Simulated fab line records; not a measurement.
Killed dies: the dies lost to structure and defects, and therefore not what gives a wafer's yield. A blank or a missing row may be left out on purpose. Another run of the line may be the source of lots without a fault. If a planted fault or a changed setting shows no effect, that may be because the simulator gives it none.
Split-lot trial + flow n5 finfet + 39 wafers read from 7 lots, route of 1938 steps

== THE SPLIT ==
At N5_DUMMY_GATE_EXPOSE_12 (exposes mask GATE, target cd 25 nm), the setting dose mj was moved away from the recipe's 34 on 15 of the 39 wafers read, by -7.2% to +8.0%. For the rest of the wafers, this setting stayed at what the recipe calls for.

== FROM THE SPLIT TO THE READING: what the file shows between them, 11 steps ==
- N5_DUMMY_GATE_PEB_13: peb time 60 s
- N5_DUMMY_GATE_DEVELOP_14: develop time 30 s
- N5_DUMMY_GATE_CD_MEAS_15: target cd 25.8 nm
- N5_DUMMY_GATE_STRIP_38: strips in N2/H2
- N5_DUMMY_GATE_STRIP_39: strips in N2/H2
- N5_DUMMY_GATE_TRIM_49: chemistry O2, time 29 s, target cd 14 nm
- N5_DUMMY_GATE_STRIP_40: strips in CF4
- N5_DUMMY_GATE_CD_MEAS_50: target cd 14 nm
- N5_DUMMY_GATE_ETCH_32: etches SiO2 in CF4, target depth 3.5 nm, time 3.9 s (also split here: time s)
- N5_DUMMY_GATE_ETCH_23: etches poly-Si in HBr/Cl2/O2, target depth 41 nm, time 22.3 s
- N5_DUMMY_GATE_ETCH_44: etches poly-Si in HBr/O2, stops on SiO2, target depth 127.5 nm

== THE READING ==
At N5_DUMMY_GATE_CD_MEAS_24: cd nm in nanometres, against a target cd of 15 nm. A value of 15.1 nm with a standard deviation of 0.31 nm is what fault-free wafers of this fab line usually give.

| wafer  | tool, chamber at the split | dose mj as run | against the recipe | cd nm, nm | against lot-mates on the recipe |
|--------|----------------------------|----------------|--------------------|-----------|---------------------------------|
| L075.1 | euv scanner-01, 0          | 36.71          | +8.0%              | 14.1      | -0.8                            |
| L075.2 | euv scanner-01, 0          | 34             | recipe             | 15.2      | -                               |
| L075.3 | euv scanner-01, 0          | 36.71          | +8.0%              | 13.6      | -1.3                            |
| L075.4 | euv scanner-01, 0          | 34             | recipe             | 14.8      | -                               |
| L075.5 | euv scanner-01, 0          | 36.71          | +8.0%              | 13.8      | -1.1                            |
| L075.6 | euv scanner-01, 0          | 34             | recipe             | 14.7      | -                               |
| L078.1 | euv scanner-01, 0          | 34             | recipe             | 14.9      | -                               |
| L078.2 | euv scanner-01, 0          | 34             | recipe             | 14.8      | -                               |
| L078.3 | euv scanner-01, 0          | 34             | recipe             | 14.5      | -                               |
| L078.4 | euv scanner-01, 0          | 35.15          | +3.4%              | 14.6      | -0.1                            |
| L078.5 | euv scanner-01, 0          | 35.15          | +3.4%              | 14.1      | -0.6                            |
| L078.6 | euv scanner-01, 0          | 35.15          | +3.4%              | 14.0      | -0.7                            |
| L081.1 | euv scanner-02, 0          | 34             | recipe             | 15.4      | -                               |
| L081.2 | euv scanner-02, 0          | 34             | recipe             | 14.9      | -                               |
| L081.3 | euv scanner-02, 0          | 34             | recipe             | 14.9      | -                               |
| L081.4 | euv scanner-02, 0          | 34             | recipe             | 15.5      | -                               |
| L081.5 | euv scanner-02, 0          | 34             | recipe             | 15.3      | -                               |
| L081.6 | euv scanner-02, 0          | 34             | recipe             | 15.0      | -                               |
| L082.1 | euv scanner-02, 0          | 32.74          | -3.7%              | 15.9      | +0.7                            |
| L082.2 | euv scanner-02, 0          | 34             | recipe             | 15.1      | -                               |
| L082.3 | euv scanner-02, 0          | 34             | recipe             | 15.6      | -                               |
| L082.4 | euv scanner-02, 0          | 34             | recipe             | 15.0      | -                               |
| L082.5 | euv scanner-02, 0          | 32.74          | -3.7%              | 15.9      | +0.7                            |
| L082.6 | euv scanner-02, 0          | 32.74          | -3.7%              | 15.7      | +0.5                            |
| L086.3 | euv scanner-02, 0          | 34             | recipe             | 14.9      | -                               |
| L086.4 | euv scanner-02, 0          | 34             | recipe             | 15.2      | -                               |
| L086.6 | euv scanner-02, 0          | 34             | recipe             | 15.0      | -                               |
| L089.1 | euv scanner-01, 0          | 34             | recipe             | 15.3      | -                               |
| L089.2 | euv scanner-01, 0          | 31.55          | -7.2%              | 16.5      | +1.3                            |
| L089.3 | euv scanner-01, 0          | 31.55          | -7.2%              | 17.4      | +2.2                            |
| L089.4 | euv scanner-01, 0          | 34             | recipe             | 14.8      | -                               |
| L089.5 | euv scanner-01, 0          | 31.55          | -7.2%              | 16.6      | +1.4                            |
| L089.6 | euv scanner-01, 0          | 34             | recipe             | 15.4      | -                               |
| L091.1 | euv scanner-01, 0          | 34             | recipe             | 14.7      | -                               |
| L091.2 | euv scanner-01, 0          | 31.87          | -6.3%              | 16.0      | +1.0                            |
| L091.3 | euv scanner-01, 0          | 34             | recipe             | 15.3      | -                               |
| L091.4 | euv scanner-01, 0          | 34             | recipe             | 15.1      | -                               |
| L091.5 | euv scanner-01, 0          | 31.87          | -6.3%              | 16.1      | +1.1                            |
| L091.6 | euv scanner-01, 0          | 31.87          | -6.3%              | 16.3      | +1.3                            |

THE FIT
A straight line over all 39 wafers: cd nm changes by -0.193 nm for each +1% of dose mj; r = -0.92; the points scatter about the line by 0.31 nm.
The same after taking each lot's own level away (the mean of its wafers on the recipe; 39 wafers): -0.172 nm for each +1%; r = -0.92; scatter 0.28 nm.
Per that fit: largest dose mj move, reading shift of 1.4 nm.
Across the lots, their own levels run from 14.73 to 15.23 nm, a range of 1.6 times the standard deviation given above.
So the lot-to-lot level changes the slope: the two fits differ.
Check: with one of the wafers moved furthest among these (+8.0%) left out of the fit, the line predicts -1.41 nm for it against its lot-mates. It came out at -0.8 nm against them.

== OTHER SPLITS APPLIED TO THESE WAFERS ==
Note: prior to the reading, these wafers also went through further splits. Each is held against what the fit with the lots' levels taken away leaves over:
| other split on the same wafers    | wafers away from the commonest value | r with cd nm (lot level and that fit taken away) |
|-----------------------------------|--------------------------------------|--------------------------------------------------|
| N5_FIN_SAQP_EXPOSE_13 dose mj     | 15                                   | +0.17                                            |
| N5_DUMMY_GATE_CVD_03 target thk a | 30                                   | +0.07                                            |
| N5_DUMMY_GATE_ETCH_32 time s      | 18                                   | +0.03                                            |

== THE WHOLE CHAIN: every reading that the file lists as answering this split, in the file's order ==
| step                     | what it does                                                   | reading                                                           | change (the file's fit)               | r (the file's) |
|--------------------------|----------------------------------------------------------------|-------------------------------------------------------------------|---------------------------------------|----------------|
| N5_DUMMY_GATE_CD_MEAS_15 | target cd 25.8 nm                                              | cd nm                                                             | -0.197 nm for each +1% of the setting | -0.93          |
| N5_DUMMY_GATE_TRIM_49    | chemistry O2, time 29 s, target cd 14 nm                       | DUMMY_GATE.cd nm (the simulator's own value, which no gauge read) | -0.19 nm for each +1% of the setting  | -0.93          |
| N5_DUMMY_GATE_CD_MEAS_50 | target cd 14 nm                                                | cd nm                                                             | -0.184 nm for each +1% of the setting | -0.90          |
| N5_DUMMY_GATE_ETCH_44    | etches poly-Si in HBr/O2, stops on SiO2, target depth 127.5 nm | DUMMY_GATE.cd nm (the simulator's own value, which no gauge read) | -0.178 nm for each +1% of the setting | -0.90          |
| N5_DUMMY_GATE_CD_MEAS_24 | target cd 15 nm                                                | cd nm                                                             | -0.176 nm for each +1% of the setting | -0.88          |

== FILE'S OWN FIT ==
cd nm changes by -0.176 nm for each +1% of dose mj, r = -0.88.
